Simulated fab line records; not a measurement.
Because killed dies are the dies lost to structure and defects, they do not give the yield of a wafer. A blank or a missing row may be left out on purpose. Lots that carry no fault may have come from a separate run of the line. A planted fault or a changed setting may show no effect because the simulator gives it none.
Which tool was responsible? || flow n5Finfet || Sampling: 10 lots, 30 wafers, 6 of 1938 route steps

WHAT THE GAUGES READ, wafer by wafer
Not one reading of a measure or inspect step in the record can be checked against a usual standard deviation.

EACH LOT AND THE TOOL THAT RAN IT (in order: tool; ch and the chambers of the sampled wafers; start)
{"lot": "L381", "N5_BEOL_M13_ETCH_68": "rieDiel-04 ch 1,2, day 11 01:05", "N5_BEOL_M13_SPUTTER_43": "pvdSputter-02, day 11 04:15", "N5_BEOL_M13_ANNEAL_48": "rtpAnneal-02 ch 0, day 11 04:52", "N5_BEOL_M13_CMP_49": "cmp-04 ch 2,3, day 11 05:05", "N5_BEOL_M13_DEP_53": "pecvd-03 ch 0,1, day 11 05:26", "N5_PASSIVATION_PROBE_49": "-"}
{"lot": "L380", "N5_BEOL_M13_ETCH_68": "rieDiel-06 ch 1,2, day 11 08:15", "N5_BEOL_M13_SPUTTER_43": "pvdSputter-02, day 11 09:17", "N5_BEOL_M13_ANNEAL_48": "rtpAnneal-01 ch 0, day 11 09:46", "N5_BEOL_M13_CMP_49": "cmp-02 ch 0,1, day 11 10:01", "N5_BEOL_M13_DEP_53": "pecvd-02 ch 0,1, day 11 10:22", "N5_PASSIVATION_PROBE_49": "prober-02, day 12 11:12"}
{"lot": "L385", "N5_BEOL_M13_ETCH_68": "rieDiel-03 ch 0,1,2, day 12 06:05", "N5_BEOL_M13_SPUTTER_43": "pvdSputter-01, day 12 08:47", "N5_BEOL_M13_ANNEAL_48": "rtpAnneal-02 ch 0, day 12 09:35", "N5_BEOL_M13_CMP_49": "cmp-02 ch 1,2,3, day 12 09:58", "N5_BEOL_M13_DEP_53": "pecvd-01 ch 0,1, day 12 10:13", "N5_PASSIVATION_PROBE_49": "prober-02, day 13 18:41"}
{"lot": "L389", "N5_BEOL_M13_ETCH_68": "rieDiel-03 ch 1,2,3, day 13 06:10", "N5_BEOL_M13_SPUTTER_43": "pvdSputter-02, day 13 07:41", "N5_BEOL_M13_ANNEAL_48": "rtpAnneal-02 ch 0, day 13 08:10", "N5_BEOL_M13_CMP_49": "cmp-03 ch 0,1,3, day 13 08:25", "N5_BEOL_M13_DEP_53": "pecvd-01 ch 0,1, day 13 08:47", "N5_PASSIVATION_PROBE_49": "prober-01, day 14 11:44"}
{"lot": "L391", "N5_BEOL_M13_ETCH_68": "rieDiel-06 ch 0,1,3, day 13 22:09", "N5_BEOL_M13_SPUTTER_43": "pvdSputter-03, day 13 23:02", "N5_BEOL_M13_ANNEAL_48": "rtpAnneal-01 ch 0, day 13 23:37", "N5_BEOL_M13_CMP_49": "cmp-03 ch 2,3, day 13 23:49", "N5_BEOL_M13_DEP_53": "pecvd-02 ch 0,1,2, day 14 00:09", "N5_PASSIVATION_PROBE_49": "-"}
{"lot": "L392", "N5_BEOL_M13_ETCH_68": "rieDiel-03 ch 0,1, day 14 04:13", "N5_BEOL_M13_SPUTTER_43": "pvdSputter-01, day 14 10:52", "N5_BEOL_M13_ANNEAL_48": "rtpAnneal-02 ch 0, day 14 11:35", "N5_BEOL_M13_CMP_49": "cmp-04 ch 1,3, day 14 11:50", "N5_BEOL_M13_DEP_53": "pecvd-02 ch 0,1, day 14 12:12", "N5_PASSIVATION_PROBE_49": "prober-01, day 15 12:02"}
{"lot": "L394", "N5_BEOL_M13_ETCH_68": "rieDiel-06 ch 1,2,3, day 14 19:20", "N5_BEOL_M13_SPUTTER_43": "pvdSputter-01, day 14 22:21", "N5_BEOL_M13_ANNEAL_48": "rtpAnneal-01 ch 0, day 14 22:49", "N5_BEOL_M13_CMP_49": "cmp-04 ch 0,1,2, day 14 23:06", "N5_BEOL_M13_DEP_53": "pecvd-03 ch 0,1,2, day 14 23:28", "N5_PASSIVATION_PROBE_49": "prober-01, day 16 00:00"}
{"lot": "L397", "N5_BEOL_M13_ETCH_68": "rieDiel-06 ch 1,2, day 15 09:07", "N5_BEOL_M13_SPUTTER_43": "pvdSputter-03, day 15 10:39", "N5_BEOL_M13_ANNEAL_48": "rtpAnneal-02 ch 0, day 15 11:11", "N5_BEOL_M13_CMP_49": "cmp-03 ch 1,3, day 15 11:25", "N5_BEOL_M13_DEP_53": "pecvd-03 ch 1,2, day 15 11:44", "N5_PASSIVATION_PROBE_49": "-"}
{"lot": "L401", "N5_BEOL_M13_ETCH_68": "rieDiel-03 ch 0,3, day 16 07:08", "N5_BEOL_M13_SPUTTER_43": "pvdSputter-01, day 16 09:23", "N5_BEOL_M13_ANNEAL_48": "rtpAnneal-02 ch 0, day 16 10:00", "N5_BEOL_M13_CMP_49": "cmp-03 ch 1,2, day 16 10:17", "N5_BEOL_M13_DEP_53": "pecvd-03 ch 0,1,2, day 16 10:37", "N5_PASSIVATION_PROBE_49": "-"}
{"lot": "L402", "N5_BEOL_M13_ETCH_68": "rieDiel-06 ch 2,3, day 17 03:40", "N5_BEOL_M13_SPUTTER_43": "pvdSputter-02, day 17 05:48", "N5_BEOL_M13_ANNEAL_48": "rtpAnneal-02 ch 0, day 17 06:20", "N5_BEOL_M13_CMP_49": "cmp-03 ch 0,2,3, day 17 06:37", "N5_BEOL_M13_DEP_53": "pecvd-03 ch 1,2, day 17 06:53", "N5_PASSIVATION_PROBE_49": "prober-02, day 18 10:24"}
- N5_BEOL_M13_ETCH_68: etches SOC in N2/H2, time 355 s.
- N5_BEOL_M13_SPUTTER_43: material TaN, target thk 15 nm, time 24.19 s.
- N5_BEOL_M13_ANNEAL_48: time 90 s.
- N5_BEOL_M13_CMP_49: polishes, stops on SiOC, t overpolish 17.1 s, target thk 420 nm.
- N5_BEOL_M13_DEP_53: deposits SiCN from 3MS/NH3, target thk 50 nm, time 17.8 s.
- N5_PASSIVATION_PROBE_49

AS READ BY THE TOOLS THEMSELVES (means over the sampled wafers that have a number; for cases with no such wafer, the mark the record gives instead)
N5_BEOL_M13_ETCH_68. Usual: drypumpMotorCurrentA 6.0 A, standard deviation 0.57; oesProductAu 0.83 a.u., standard deviation 0.091; rfVppV 523.7 V, standard deviation 2.4; showerheadPlenumPTorr 2.53 Torr, standard deviation 0.089; tempC 40.01 C, standard deviation 0.11; throttleValvePct 17.69 %, standard deviation 0.27.
{"lot": "L381", "tool": "rieDiel-04", "drypumpMotorCurrentA (A)": 5.6, "oesProductAu (a.u.)": 0.83, "rfVppV (V)": 522.6, "showerheadPlenumPTorr (Torr)": 2.46, "tempC (C)": 39.99, "throttleValvePct (%)": 17.81, "flag": ""}
{"lot": "L380", "tool": "rieDiel-06", "drypumpMotorCurrentA (A)": 5.3, "oesProductAu (a.u.)": 0.77, "rfVppV (V)": 522.3, "showerheadPlenumPTorr (Torr)": 2.49, "tempC (C)": 40.02, "throttleValvePct (%)": 17.80, "flag": ""}
{"lot": "L385", "tool": "rieDiel-03", "drypumpMotorCurrentA (A)": 6.1, "oesProductAu (a.u.)": 0.79, "rfVppV (V)": 523.5, "showerheadPlenumPTorr (Torr)": 2.53, "tempC (C)": 40.04, "throttleValvePct (%)": 17.54, "flag": ""}
{"lot": "L389", "tool": "rieDiel-03", "drypumpMotorCurrentA (A)": 6.1, "oesProductAu (a.u.)": 0.85, "rfVppV (V)": 524.7, "showerheadPlenumPTorr (Torr)": 2.55, "tempC (C)": 39.95, "throttleValvePct (%)": 17.52, "flag": ""}
{"lot": "L391", "tool": "rieDiel-06", "drypumpMotorCurrentA (A)": 6.3, "oesProductAu (a.u.)": 0.85, "rfVppV (V)": 524.9, "showerheadPlenumPTorr (Torr)": 2.57, "tempC (C)": 40.08, "throttleValvePct (%)": 17.69, "flag": ""}
{"lot": "L392", "tool": "rieDiel-03", "drypumpMotorCurrentA (A)": 6.2, "oesProductAu (a.u.)": 0.72, "rfVppV (V)": 522.2, "showerheadPlenumPTorr (Torr)": 2.47, "tempC (C)": 39.94, "throttleValvePct (%)": 17.79, "flag": ""}
{"lot": "L394", "tool": "rieDiel-06", "drypumpMotorCurrentA (A)": 5.9, "oesProductAu (a.u.)": 0.91, "rfVppV (V)": 526.0, "showerheadPlenumPTorr (Torr)": 2.55, "tempC (C)": 40.03, "throttleValvePct (%)": 17.55, "flag": ""}
{"lot": "L397", "tool": "rieDiel-06", "drypumpMotorCurrentA (A)": 5.6, "oesProductAu (a.u.)": 0.89, "rfVppV (V)": 521.9, "showerheadPlenumPTorr (Torr)": 2.47, "tempC (C)": 40.13, "throttleValvePct (%)": 17.54, "flag": ""}
{"lot": "L401", "tool": "rieDiel-03", "drypumpMotorCurrentA (A)": 6.5, "oesProductAu (a.u.)": 0.76, "rfVppV (V)": 520.6, "showerheadPlenumPTorr (Torr)": 2.42, "tempC (C)": 39.97, "throttleValvePct (%)": 17.76, "flag": ""}
{"lot": "L402", "tool": "rieDiel-06", "drypumpMotorCurrentA (A)": 6.2, "oesProductAu (a.u.)": 0.88, "rfVppV (V)": 526.0, "showerheadPlenumPTorr (Torr)": 2.63, "tempC (C)": 39.99, "throttleValvePct (%)": 17.59, "flag": ""}

N5_BEOL_M13_SPUTTER_43. Usual: biasV 168.9 V, standard deviation 1.7; substrateTempC 50.02 C, standard deviation 0.11; throttleValvePct 30.1 %, standard deviation 1.4.
{"lot": "L381", "tool": "pvdSputter-02", "biasV (V)": 169.8, "substrateTempC (C)": 50.06, "throttleValvePct (%)": 31.1, "flag": ""}
{"lot": "L380", "tool": "pvdSputter-02", "biasV (V)": 169.1, "substrateTempC (C)": 50.04, "throttleValvePct (%)": 30.8, "flag": ""}
{"lot": "L385", "tool": "pvdSputter-01", "biasV (V)": 171.5, "substrateTempC (C)": 49.94, "throttleValvePct (%)": 30.1, "flag": ""}
{"lot": "L389", "tool": "pvdSputter-02", "biasV (V)": 168.7, "substrateTempC (C)": 50.08, "throttleValvePct (%)": 30.5, "flag": ""}
{"lot": "L391", "tool": "pvdSputter-03", "biasV (V)": 168.5, "substrateTempC (C)": 50.02, "throttleValvePct (%)": 30.3, "flag": ""}
{"lot": "L392", "tool": "pvdSputter-01", "biasV (V)": 168.7, "substrateTempC (C)": 50.03, "throttleValvePct (%)": 30.1, "flag": ""}
{"lot": "L394", "tool": "pvdSputter-01", "biasV (V)": 168.2, "substrateTempC (C)": 49.91, "throttleValvePct (%)": 30.1, "flag": ""}
{"lot": "L397", "tool": "pvdSputter-03", "biasV (V)": 171.2, "substrateTempC (C)": 50.03, "throttleValvePct (%)": 29.6, "flag": ""}
{"lot": "L401", "tool": "pvdSputter-01", "biasV (V)": 168.7, "substrateTempC (C)": 49.98, "throttleValvePct (%)": 29.5, "flag": ""}
{"lot": "L402", "tool": "pvdSputter-02", "biasV (V)": 168.7, "substrateTempC (C)": 49.97, "throttleValvePct (%)": 31.2, "flag": ""}

N5_BEOL_M13_ANNEAL_48. Usual: annealTempCMax 226.29, standard deviation 0.27; wafer_temp_C_max 225.70, standard deviation 0.21.
{"lot": "L381", "tool": "rtpAnneal-02", "annealTempCMax": 226.27, "wafer_temp_C_max": 225.58, "flag": ""}
{"lot": "L380", "tool": "rtpAnneal-01", "annealTempCMax": 225.87, "wafer_temp_C_max": 225.58, "flag": ""}
{"lot": "L385", "tool": "rtpAnneal-02", "annealTempCMax": 226.13, "wafer_temp_C_max": 225.84, "flag": ""}
{"lot": "L389", "tool": "rtpAnneal-02", "annealTempCMax": 226.11, "wafer_temp_C_max": 225.78, "flag": ""}
{"lot": "L391", "tool": "rtpAnneal-01", "annealTempCMax": 226.17, "wafer_temp_C_max": 225.68, "flag": ""}
{"lot": "L392", "tool": "rtpAnneal-02", "annealTempCMax": 226.60, "wafer_temp_C_max": 225.70, "flag": ""}
{"lot": "L394", "tool": "rtpAnneal-01", "annealTempCMax": 226.13, "wafer_temp_C_max": 225.51, "flag": ""}
{"lot": "L397", "tool": "rtpAnneal-02", "annealTempCMax": 226.38, "wafer_temp_C_max": 225.94, "flag": ""}
{"lot": "L401", "tool": "rtpAnneal-02", "annealTempCMax": 226.47, "wafer_temp_C_max": 225.85, "flag": ""}
{"lot": "L402", "tool": "rtpAnneal-02", "annealTempCMax": 226.16, "wafer_temp_C_max": 225.89, "flag": ""}

N5_BEOL_M13_CMP_49. Usual: barrierFieldEndpointS 30.3 s, standard deviation 1; motorCurrentA 6.3 A, standard deviation 0.62; overpolishRunS 17.100 s, standard deviation 0.0091.
{"lot": "L381", "tool": "cmp-04", "barrierFieldEndpointS (s)": 30.0, "motorCurrentA (A)": 6.1, "overpolishRunS (s)": 17.103, "flag": ""}
{"lot": "L380", "tool": "cmp-02", "barrierFieldEndpointS (s)": 30.1, "motorCurrentA (A)": 7.0, "overpolishRunS (s)": 17.100, "flag": ""}
{"lot": "L385", "tool": "cmp-02", "barrierFieldEndpointS (s)": 31.7, "motorCurrentA (A)": 6.6, "overpolishRunS (s)": 17.103, "flag": ""}
{"lot": "L389", "tool": "cmp-03", "barrierFieldEndpointS (s)": 29.5, "motorCurrentA (A)": 5.4, "overpolishRunS (s)": 17.093, "flag": ""}
{"lot": "L391", "tool": "cmp-03", "barrierFieldEndpointS (s)": 30.9, "motorCurrentA (A)": 5.8, "overpolishRunS (s)": 17.106, "flag": ""}
{"lot": "L392", "tool": "cmp-04", "barrierFieldEndpointS (s)": 28.8, "motorCurrentA (A)": 6.8, "overpolishRunS (s)": 17.093, "flag": ""}
{"lot": "L394", "tool": "cmp-04", "barrierFieldEndpointS (s)": 40.8, "motorCurrentA (A)": 6.5, "overpolishRunS (s)": 15.614, "flag": "OFF"}
{"lot": "L397", "tool": "cmp-03", "barrierFieldEndpointS (s)": 29.7, "motorCurrentA (A)": 5.6, "overpolishRunS (s)": 17.107, "flag": ""}
{"lot": "L401", "tool": "cmp-03", "barrierFieldEndpointS (s)": 40.9, "motorCurrentA (A)": 6.3, "overpolishRunS (s)": 15.904, "flag": "OFF"}
{"lot": "L402", "tool": "cmp-03", "barrierFieldEndpointS (s)": 30.4, "motorCurrentA (A)": 5.9, "overpolishRunS (s)": 17.109, "flag": ""}

N5_BEOL_M13_DEP_53. Usual: showerheadPlenumPTorr 4.152 Torr, standard deviation 0.023; throttleValvePct 17.3 %, standard deviation 1.4.
{"lot": "L381", "tool": "pecvd-03", "showerheadPlenumPTorr (Torr)": 4.122, "throttleValvePct (%)": 17.4, "flag": ""}
{"lot": "L380", "tool": "pecvd-02", "showerheadPlenumPTorr (Torr)": 4.172, "throttleValvePct (%)": 18.1, "flag": ""}
{"lot": "L385", "tool": "pecvd-01", "showerheadPlenumPTorr (Torr)": 4.152, "throttleValvePct (%)": 17.7, "flag": ""}
{"lot": "L389", "tool": "pecvd-01", "showerheadPlenumPTorr (Torr)": 4.142, "throttleValvePct (%)": 17.7, "flag": ""}
{"lot": "L391", "tool": "pecvd-02", "showerheadPlenumPTorr (Torr)": 4.174, "throttleValvePct (%)": 16.9, "flag": ""}
{"lot": "L392", "tool": "pecvd-02", "showerheadPlenumPTorr (Torr)": 4.170, "throttleValvePct (%)": 16.4, "flag": ""}
{"lot": "L394", "tool": "pecvd-03", "showerheadPlenumPTorr (Torr)": 4.135, "throttleValvePct (%)": 17.4, "flag": ""}
{"lot": "L397", "tool": "pecvd-03", "showerheadPlenumPTorr (Torr)": 4.147, "throttleValvePct (%)": 17.0, "flag": ""}
{"lot": "L401", "tool": "pecvd-03", "showerheadPlenumPTorr (Torr)": 4.132, "throttleValvePct (%)": 17.4, "flag": ""}
{"lot": "L402", "tool": "pecvd-03", "showerheadPlenumPTorr (Torr)": 4.136, "throttleValvePct (%)": 17.0, "flag": ""}

N5_PASSIVATION_PROBE_49. Usual: defectLimitedYield 91.0 %, standard deviation 1.4; killed_at_M0_to_M3 36, standard deviation 11; killed_at_M4_up 13, standard deviation 5.4; killedAtContacts 12, standard deviation 6.4; killedAtFrontEnd 41, standard deviation 13; killedAtOther 2.9, standard deviation 2.3; killedDies 106, standard deviation 17; killedOpen 70, standard deviation 12; killedShort 34, standard deviation 8.4; sort_bin_5_function 5.2 %, standard deviation 1; sort_bin_6_memory 3.4 %, standard deviation 0.63; sort_bin_8_speed 0.1 %, standard deviation 0.49; sortNPass 1074, standard deviation 18; sortYieldPct 91.0 %, standard deviation 1.6.
{"lot": "L380", "tool": "prober-02", "defectLimitedYield (%)": 92.6, "killed_at_M0_to_M3": 33, "killed_at_M4_up": 14, "killedAtContacts": 11, "killedAtFrontEnd": 27, "killedAtOther": 2.7, "killedDies": 87, "killedOpen": 57, "killedShort": 29, "sort_bin_5_function (%)": 4.1, "sort_bin_6_memory (%)": 3.1, "sort_bin_8_speed (%)": 0.0, "sortNPass": 1093, "sortYieldPct (%)": 92.6, "flag": ""}
{"lot": "L385", "tool": "prober-02", "defectLimitedYield (%)": 92.0, "killed_at_M0_to_M3": 37, "killed_at_M4_up": 12, "killedAtContacts": 9, "killedAtFrontEnd": 33, "killedAtOther": 2.7, "killedDies": 94, "killedOpen": 64, "killedShort": 30, "sort_bin_5_function (%)": 4.5, "sort_bin_6_memory (%)": 3.1, "sort_bin_8_speed (%)": 0.0, "sortNPass": 1086, "sortYieldPct (%)": 92.0, "flag": ""}
{"lot": "L389", "tool": "prober-01", "defectLimitedYield (%)": 93.0, "killed_at_M0_to_M3": 26, "killed_at_M4_up": 18, "killedAtContacts": 12, "killedAtFrontEnd": 25, "killedAtOther": 2.0, "killedDies": 82, "killedOpen": 60, "killedShort": 20, "sort_bin_5_function (%)": 3.8, "sort_bin_6_memory (%)": 3.0, "sort_bin_8_speed (%)": 0.0, "sortNPass": 1098, "sortYieldPct (%)": 93.0, "flag": ""}
{"lot": "L392", "tool": "prober-01", "defectLimitedYield (%)": 89.8, "killed_at_M0_to_M3": 45, "killed_at_M4_up": 15, "killedAtContacts": 10, "killedAtFrontEnd": 49, "killedAtOther": 0.7, "killedDies": 120, "killedOpen": 73, "killedShort": 44, "sort_bin_5_function (%)": 5.9, "sort_bin_6_memory (%)": 4.0, "sort_bin_8_speed (%)": 0.0, "sortNPass": 1060, "sortYieldPct (%)": 89.8, "flag": ""}
{"lot": "L394", "tool": "prober-01", "defectLimitedYield (%)": 90.9, "killed_at_M0_to_M3": 38, "killed_at_M4_up": 8, "killedAtContacts": 7, "killedAtFrontEnd": 53, "killedAtOther": 0.7, "killedDies": 107, "killedOpen": 59, "killedShort": 39, "sort_bin_5_function (%)": 5.1, "sort_bin_6_memory (%)": 3.3, "sort_bin_8_speed (%)": 0.0, "sortNPass": 1073, "sortYieldPct (%)": 90.9, "flag": ""}
{"lot": "L402", "tool": "prober-02", "defectLimitedYield (%)": 92.4, "killed_at_M0_to_M3": 35, "killed_at_M4_up": 14, "killedAtContacts": 5, "killedAtFrontEnd": 30, "killedAtOther": 4.3, "killedDies": 89, "killedOpen": 63, "killedShort": 25, "sort_bin_5_function (%)": 4.3, "sort_bin_6_memory (%)": 3.1, "sort_bin_8_speed (%)": 0.0, "sortNPass": 1091, "sortYieldPct (%)": 92.4, "flag": ""}

THE ANSWER, worked out from the rows above alone
Rule: take the mean of a lot's wafers that have a number; if it is more than 3 standard deviations from the usual mean, the lot is off. Also off: a lot with no number at a reading for which 4 or more lots have one. All remaining lots with rows at the step are treated as sound. Order of review: gauges by route order, followed by the tools' own readings, for which a lot's mean as printed above is used. The first step at which some lot is off is used, and at that step the reading that is off furthest; a lot without a number counts as furthest.
Off: L394, L401 (N5_BEOL_M13_CMP_49, overpolishRunS).
A tool fits if, at that step or a process step before it, it ran every lot that is off, and no sound lot after the first of them. One fits: N5_BEOL_M13_SPUTTER_43 on pvdSputter-01. A fault onset in the window from L392 (day 14 10:52, its last sound lot) to L394 (day 14 22:21, its first lot off) fits.

WHAT HAD BEEN PUT IN BY THE SIMULATOR
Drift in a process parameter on pvdSputter-01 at N5_BEOL_M13_SPUTTER_43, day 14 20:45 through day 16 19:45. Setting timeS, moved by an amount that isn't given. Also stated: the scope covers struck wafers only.
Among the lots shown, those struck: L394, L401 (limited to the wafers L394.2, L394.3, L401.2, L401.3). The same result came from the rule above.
